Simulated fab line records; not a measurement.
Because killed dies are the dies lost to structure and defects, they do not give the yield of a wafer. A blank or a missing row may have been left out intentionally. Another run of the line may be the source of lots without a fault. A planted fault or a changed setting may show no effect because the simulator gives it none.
fab line records    flow nand-harc
record lots=13  wafers=39  last-day=23
route steps=1159 shown A_WL_FILL@824 A_CONTACT@849
lots that met no fault: from a run of the same line without faults
start-h: hours from the record's opening day to when the first of the lot's shown wafers began    wait-h: hours since the lot's step before    " identical to the entry in the row above    L1.1+2: a row that stands for several wafers    - no value present, or no start provided    * or withheld: withheld    < > ~ a bound
route shown NAME@n: a module of which the file shows steps, and the number in the route of the first    usual: mean and standard deviation over wafers with no fault    same: alike in all rows    chamber/n: place in a boat    sites: readings site by site    _std_site: the standard deviation of these    _edge_site: the outer-site mean with the inner-site mean subtracted    radius-mm: how far each site lies from the wafer's centre    mask NAME#n: copy n    behind: the most recent tool/chamber to have shaped the wafer    hold: reason for holding the lot/hours on hold/outcome of the hold    device: the n, p or np transistor that did not switch    end of line: tests run on the same wafers once the route is complete    where a step has no rows: the recipe by itself    killed: at the first sort, the dies lost to defects and structure; wafer yield is something else    map: shows each die of a wafer: x if killed, . if not, _ if none is there
set.NAME: the run value of the setting; set.NAME@STEP: its run value at that earlier step    model.NAME: the simulator's own value behind a step, which no gauge read
a sample of lots followed through the steps of the route, with each step as a table and each wafer as a row
services: when a tool's chamber went out of use (start-h, in hours from the record's first day, below 0 if earlier), for how many hours, and the reason
## steps
# step NHARC_A_WL_FILL_STRIP_29
# recipe time-s=20  o2-flow-sccm=500  ar-flow-sccm=0  bias-w=0  chemistry=O2
# usual drypump-motor-current-A=5.7/0.36  oes-product-au=1.004/0.011  rf-vpp-V=57.8/0.92  showerhead-plenum-p-Torr=3.55/0.16  throttle-valve-pct=17.036/0.0096
lot.wafer  tool         chamber  start-h  wait-h  drypump-motor-current-A  oes-product-au  rf-hours-counter-h  rf-vpp-V  showerhead-plenum-p-Torr  throttle-valve-pct
L320.2     rie-diel-13  2        363.44   0.1     5.5                      1.008           5                   58.6      3.63                      17.028
L320.1     "            0        "        "       6.2                      0.995           5                   58.4      3.74                      17.032
L320.3     "            1        "        "       5.3                      0.998           5                   58.2      3.66                      17.029
L319.2     rie-diel-13  1        364.73   0.1     5.4                      1.000           5                   58.4      3.66                      17.049
L319.3     "            3        "        "       5.8                      1.009           5                   58.0      3.29                      17.035
L319.6     "            2        "        "       5.6                      1.016           -                   57.8      3.63                      17.039
L325.2     rie-diel-01  3        379.67   0.1     5.8                      1.016           2                   58.4      3.31                      17.034
L325.6     "            3        "        "       5.8                      0.995           -                   58.4      3.31                      17.036
L325.5     "            0        "        "       5.3                      1.029           -                   57.0      3.42                      17.024
L322.3     rie-diel-13  3        382.22   0.1     5.8                      1.017           7                   57.4      3.29                      17.038
L322.4     "            1        "        "       5.4                      1.003           6                   59.0      3.66                      17.038
L322.6     "            3        "        "       5.8                      1.012           -                   58.5      3.29                      17.006
L323.4     rie-diel-01  1        387.88   0.1     6.1                      0.992           2                   57.2      3.61                      17.046
L323.1     "            2        "        "       5.9                      0.991           2                   59.3      3.73                      17.047
L323.5     "            3        "        "       5.8                      1.000           -                   58.3      3.31                      17.054
L324.4     rie-diel-01  2        399.81   0.1     5.9                      0.992           3                   57.3      3.73                      17.039
L324.2     "            3        "        "       5.8                      1.008           3                   57.9      3.31                      17.053
L324.1     "            0        "        "       5.3                      1.014           3                   56.2      3.42                      17.039
L327.4     rie-diel-05  0        409.42   0.1     5.1                      1.007           2                   57.2      3.51                      17.028
L327.3     "            2        "        "       5.8                      0.992           2                   57.1      3.39                      17.042
L327.5     "            0        "        "       5.1                      1.012           -                   57.5      3.51                      17.036
L328.3     rie-diel-01  3        410.24   0.1     5.8                      1.007           3                   57.0      3.31                      17.029
L328.2     "            0        "        "       5.3                      1.004           4                   56.6      3.42                      17.024
L328.6     "            2        "        "       5.9                      1.000           -                   58.7      3.73                      17.031
L329.2     rie-diel-01  0        415.82   0.1     5.3                      1.019           4                   56.6      3.42                      17.043
L329.3     "            3        "        "       5.8                      1.001           4                   55.5      3.31                      17.028
L329.5     "            0        "        "       5.3                      1.024           -                   57.0      3.42                      17.039
L330.1     rie-diel-13  0        416.83   0.1     6.2                      1.006           10                  57.6      3.74                      17.034
L330.5     "            0        "        "       6.2                      1.008           -                   58.4      3.74                      17.047
L330.6     "            1        "        "       5.5                      1.005           -                   58.1      3.65                      17.045
L331.4     rie-diel-13  3        433.13   0.1     5.8                      1.012           10                  57.9      3.29                      17.067
L331.1     "            0        "        "       6.2                      0.997           10                  60.6      3.74                      17.050
L331.2     "            2        "        "       5.5                      1.008           9                   59.0      3.63                      17.035
L332.3     rie-diel-13  1        433.41   0.1     5.4                      1.003           10                  57.0      3.65                      17.030
L332.4     "            2        "        "       5.6                      1.020           9                   56.3      3.62                      17.033
L332.1     "            0        "        "       6.3                      1.016           10                  57.1      3.74                      17.015
L333.4     rie-diel-13  2        449.76   0.1     5.6                      1.017           10                  59.3      3.62                      17.038
L333.6     "            0        "        "       6.3                      1.008           -                   57.8      3.74                      17.036
L333.5     "            1        "        "       5.4                      0.986           -                   57.1      3.65                      17.047
# step NHARC_A_WL_FILL_ETCHBACK_26
# recipe target-depth-a=520  time-s=13.3  hbr-flow-sccm=150  rf-w=350  icp-w=350  bias-w=60  chemistry=HBr
# usual drypump-motor-current-A=5.9/0.39  oes-product-au=0.994/0.012  throttle-valve-pct=23.266/0.0076
lot.wafer  tool       chamber  start-h  wait-h  drypump-motor-current-A  oes-product-au  rf-hours-counter-h  throttle-valve-pct
L320.1     rie-si-04  3        368.94   0.4     5.6                      1.002           0.7                 23.266
L320.3     "          1        "        "       5.4                      0.979           0.5                 23.265
L320.2     "          2        "        "       6.4                      0.993           0.6                 23.270
L319.3     rie-si-05  3        368.96   0.4     6.3                      1.013           0.7                 23.263
L319.2     "          0        "        "       5.9                      1.005           1.0                 23.252
L319.6     "          3        "        "       6.3                      1.012           -                   23.263
L325.2     rie-si-04  2        385.15   0.4     6.4                      1.007           0.7                 23.279
L325.6     "          2        "        "       6.4                      0.998           -                   23.264
L325.5     "          3        "        "       5.6                      1.004           -                   23.268
L322.4     rie-si-05  2        387.39   0.4     6.0                      0.991           1.0                 23.261
L322.3     "          3        "        "       6.3                      1.018           0.8                 23.266
L322.6     "          2        "        "       6.0                      0.979           -                   23.268
L323.4     rie-si-04  0        393.04   0.4     5.8                      0.970           0.7                 23.257
L323.1     "          3        "        "       5.6                      0.987           0.8                 23.277
L323.5     "          0        "        "       5.8                      0.983           -                   23.257
L324.1     rie-si-05  2        405.27   0.4     6.0                      0.982           1.1                 23.268
L324.2     "          0        "        "       5.9                      1.001           1.3                 23.267
L324.4     "          1        "        "       5.7                      0.990           1.3                 23.268
L327.3     rie-si-05  1        414.76   0.4     5.7                      0.997           1.4                 23.268
L327.4     "          0        "        "       5.9                      1.004           1.3                 23.268
L327.5     "          1        "        "       5.7                      1.000           -                   23.266
L328.3     rie-si-01  3        414.76   0.4     6.6                      0.998           0.8                 23.247
L328.2     "          2        "        "       5.4                      0.963           0.7                 23.263
L328.6     "          0        "        "       5.4                      0.986           -                   23.263
L329.2     rie-si-01  2        421.31   0.4     5.4                      0.972           0.8                 23.270
L329.3     "          0        "        "       5.4                      1.003           0.8                 23.279
L329.5     "          2        "        "       5.4                      0.967           -                   23.279
L330.1     rie-si-04  3        421.32   0.4     5.6                      0.996           1.2                 23.262
L330.5     "          1        "        "       5.4                      0.997           -                   23.252
L330.6     "          2        "        "       6.4                      0.993           -                   23.274
L332.4     rie-si-01  2        438.63   0.4     5.4                      0.955           0.9                 23.272
L332.3     "          3        "        "       6.6                      0.998           1.0                 23.261
L332.1     "          0        "        "       5.4                      0.994           0.9                 23.280
L331.4     rie-si-04  2        438.63   0.4     6.4                      1.006           1.0                 23.262
L331.1     "          3        "        "       5.6                      0.997           1.3                 23.274
L331.2     "          0        "        "       5.8                      0.988           1.1                 23.274
L333.4     rie-si-05  3        454.90   0.4     6.3                      0.993           0.2                 23.265
L333.5     "          1        "        "       5.7                      1.002           -                   23.265
L333.6     "          2        "        "       6.0                      1.001           -                   23.254
# step NHARC_A_WL_FILL_INSPECT_15
# usual raw-defect-count=388/120
lot.wafer  tool               chamber  start-h  wait-h  raw-defect-count
L319.2     defect-inspect-01  -        374.87   0.0     451
L319.3     "                  -        "        "       670
L319.6     "                  -        "        "       364
L320.1     defect-inspect-01  -        375.41   0.0     581
L320.2     "                  -        "        "       578
L320.3     "                  -        "        "       462
L325.2     defect-inspect-02  -        394.10   0.0     361
L325.5     "                  -        "        "       356
L325.6     "                  -        "        "       446
L322.3     defect-inspect-02  -        397.53   0.0     272
L322.4     "                  -        "        "       166
L322.6     "                  -        "        "       361
L323.1     defect-inspect-01  -        403.99   0.1     419
L323.4     "                  -        "        "       393
L323.5     "                  -        "        "       388
L324.1     defect-inspect-02  -        412.86   0.0     347
L324.2     "                  -        "        "       241
L324.4     "                  -        "        "       245
L328.2     defect-inspect-01  -        420.69   0.0     256
L328.3     "                  -        "        "       287
L328.6     "                  -        "        "       254
L327.3     defect-inspect-02  -        420.72   0.0     270
L327.4     "                  -        "        "       469
L327.5     "                  -        "        "       276
L329.2     defect-inspect-01  -        428.52   0.0     366
L329.3     "                  -        "        "       340
L329.5     "                  -        "        "       275
L330.1     defect-inspect-02  -        428.89   0.0     520
L330.5     "                  -        "        "       874
L330.6     "                  -        "        "       547
L331.1     defect-inspect-02  -        444.54   0.0     467
L331.2     "                  -        "        "       242
L331.4     "                  -        "        "       293
L332.1     defect-inspect-01  -        444.61   0.0     312
L332.3     "                  -        "        "       315
L332.4     "                  -        "        "       383
L333.4     defect-inspect-02  -        460.83   0.0     381
L333.5     "                  -        "        "       436
L333.6     "                  -        "        "       273
# step NHARC_A_CONTACT_SOFTBAKE_37
# recipe temp-c=105  time-s=55
# usual exhaust-pa=45.0/1  heater-power-total-W=188.45/0.14
lot.wafer  tool            chamber  start-h  wait-h  exhaust-pa  heater-power-total-W
L319.2     litho-track-04  0        378      -       44.7        188.28
L319.3     "               0        "        "       43.6        188.71
L319.6     "               0        "        "       44.0        188.74
L320.1     litho-track-04  0        378      -       46.1        188.62
L320.2     "               0        "        "       46.9        188.71
L320.3     "               0        "        "       45.8        188.32
L325.2     litho-track-06  0        397      -       44.7        188.60
L325.5     "               0        "        "       45.5        188.39
L325.6     "               0        "        "       45.5        188.60
L322.3     litho-track-06  0        402      -       46.2        188.33
L322.4     "               0        "        "       45.9        188.69
L322.6     "               0        "        "       45.3        188.41
L323.1     litho-track-04  0        409      -       43.2        188.70
L323.4     "               0        "        "       44.7        188.36
L323.5     "               0        "        "       44.6        188.70
L324.1     litho-track-01  0        416      -       45.4        188.75
L324.2     "               0        "        "       45.7        188.68
L324.4     "               0        "        "       45.8        188.58
L328.2     litho-track-01  0        424      -       42.9        188.35
L328.3     "               0        "        "       44.6        188.49
L328.6     "               0        "        "       45.6        188.33
L327.3     litho-track-04  0        426      -       45.2        188.50
L327.4     "               0        "        "       46.0        188.37
L327.5     "               0        "        "       44.2        188.33
L329.2     litho-track-06  0        431      -       46.1        188.25
L329.3     "               0        "        "       45.7        188.32
L329.5     "               0        "        "       45.4        188.44
L330.1     litho-track-06  0        432      -       43.5        188.37
L330.5     "               0        "        "       43.2        188.50
L330.6     "               0        "        "       44.1        188.29
L332.1     litho-track-04  0        448      -       43.4        188.55
L332.3     "               0        "        "       41.9        188.54
L332.4     "               0        "        "       42.9        188.36
L331.1     litho-track-06  0        448      -       44.8        188.31
L331.2     "               0        "        "       43.0        188.44
L331.4     "               0        "        "       44.9        209.65
L333.4     litho-track-06  0        464      -       45.4        209.85
L333.5     "               0        "        "       44.0        188.61
L333.6     "               0        "        "       45.1        209.42
## services
tool            chamber  start-h  hours  kind
rie-diel-05     -        340.60   9.0    pm
rie-diel-13     0        358.50   -      clean
rie-diel-13     1        358.50   -      clean
rie-diel-13     2        358.50   -      clean
rie-diel-13     3        358.50   -      clean
rie-diel-13     0        383.00   -      clean
rie-diel-13     1        383.00   -      clean
rie-diel-13     2        383.00   -      clean
rie-diel-13     3        383.00   -      clean
rie-si-04       -        383.61   0.5    repair
rie-diel-05     1        388.40   12.5   repair
rie-diel-13     3        397.56   3.7    repair
rie-diel-13     0        407.50   -      clean
rie-diel-13     1        407.50   -      clean
rie-diel-13     2        407.50   -      clean
rie-diel-13     3        407.50   -      clean
rie-si-05       -        416.00   9.0    pm
rie-si-04       0        424.73   3.2    repair
rie-diel-01     2        430.72   7.6    repair
rie-diel-13     0        432.00   -      clean
litho-track-01  -        443.00   7.0    pm
rie-si-05       1        445.30   0.9    repair
rie-diel-13     -        453.00   9.0    pm
rie-si-04       -        453.00   9.0    pm
## key
first-sign step=NHARC_A_CONTACT_SOFTBAKE_37  reading=heater-power-total-W  direction=up  sigmas=99+  usual=*  struck=*
effect none on later readings
met-at NHARC_A_CONTACT_SOFTBAKE_37
struck-lots L331,L333
struck-wafers L331.4,L333.4,L333.6
tester-left-out L331,L333
not-acting-at NHARC_A_WL_FILL_STRIP_29,NHARC_A_WL_FILL_ETCHBACK_26,NHARC_A_WL_FILL_INSPECT_15
onset-between 432 448
fault kind=process-parameter-drift  tool=litho-track-06  chamber=-  onset-h=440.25  steps=NHARC_A_CONTACT_SOFTBAKE_37  channel=time-s  offset=*  shape=step  end-h=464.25  scope=struck-wafers-only  acts-in=*  stated=*
# tester-left-out: of these lots the tester's yield and bins aren't shown, on N5 and GAA mostly nor the transistor test; their killed dies are dies lost to structure and defects alone, not to doping, threshold or leakage, so they don't give the yield
